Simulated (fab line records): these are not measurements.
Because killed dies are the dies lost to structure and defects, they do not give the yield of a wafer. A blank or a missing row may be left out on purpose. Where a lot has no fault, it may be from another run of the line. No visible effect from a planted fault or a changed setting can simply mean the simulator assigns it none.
Chamber matching :: flow nand_harc :: 3 sister chambers for NHARC_A_STAIRCASE_DEP_322 on pecvd-03
The step deposits SiO2, target thk 3800 nm. 6 wafers are shown with their chamber, then 12 later ones without.

WAFERS, EACH WITH ITS CHAMBER
wafer: L084.5
chamber: 0
heater_power_w (W): 630

wafer: L086.3
chamber: 2
heater_power_w (W): 532

wafer: L086.5
chamber: 1
heater_power_w (W): 624

wafer: L090.1
chamber: 1
heater_power_w (W): 635

wafer: L090.2
chamber: 0
heater_power_w (W): 713

wafer: L090.6
chamber: 2
heater_power_w (W): 542

WAFERS WHOSE CHAMBER IS MISSING
wafer: L091.2
heater_power_w (W): 789

wafer: L091.3
heater_power_w (W): 568

wafer: L091.4
heater_power_w (W): 637

wafer: L094.1
heater_power_w (W): 699

wafer: L094.2
heater_power_w (W): 695

wafer: L094.3
heater_power_w (W): 662

wafer: L096.2
heater_power_w (W): 631

wafer: L096.3
heater_power_w (W): 766

wafer: L096.4
heater_power_w (W): 619

wafer: L097.2
heater_power_w (W): 525

wafer: L097.3
heater_power_w (W): 761

wafer: L097.6
heater_power_w (W): 527

EACH ONE'S CHAMBER
wafer: L091.2
from the rows above: can't be placed: 0 or 1
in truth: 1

wafer: L091.3
from the rows above: can't be placed: 2 or 1
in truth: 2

wafer: L091.4
from the rows above: can't be placed: 1 or 0
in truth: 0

wafer: L094.1
from the rows above: can't be placed: 0 or 1
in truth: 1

wafer: L094.2
from the rows above: can't be placed: 0 or 1
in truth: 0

wafer: L094.3
from the rows above: can't be placed: 0 or 1
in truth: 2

wafer: L096.2
from the rows above: can't be placed: 1 or 0
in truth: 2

wafer: L096.3
from the rows above: can't be placed: 0 or 1
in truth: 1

wafer: L096.4
from the rows above: can't be placed: 1 or 0
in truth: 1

wafer: L097.2
from the rows above: 2
in truth: 2

wafer: L097.3
from the rows above: can't be placed: 0 or 1
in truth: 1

wafer: L097.6
from the rows above: 2
in truth: 2
Correct placement for 2 of the 12. Cannot be placed on the basis of these rows: 10; the candidates contain the true chamber in 8. Placed wrongly: 0.
How it was worked out, from the rows above alone: a wafer's distance from a chamber is the root of the sum, over the readings, of the square of ((its reading less the chamber's mean) divided by the reading's scatter). The wafer belongs to the nearest chamber; if the next one is less than 2 further off, it can't be placed. For every chamber, the mean is computed from those of its wafers that are shown. The scatter is the square root of a quotient: the sum, over the shown wafers, of each reading's squared deviation from its chamber's mean, divided by wafers minus chambers.
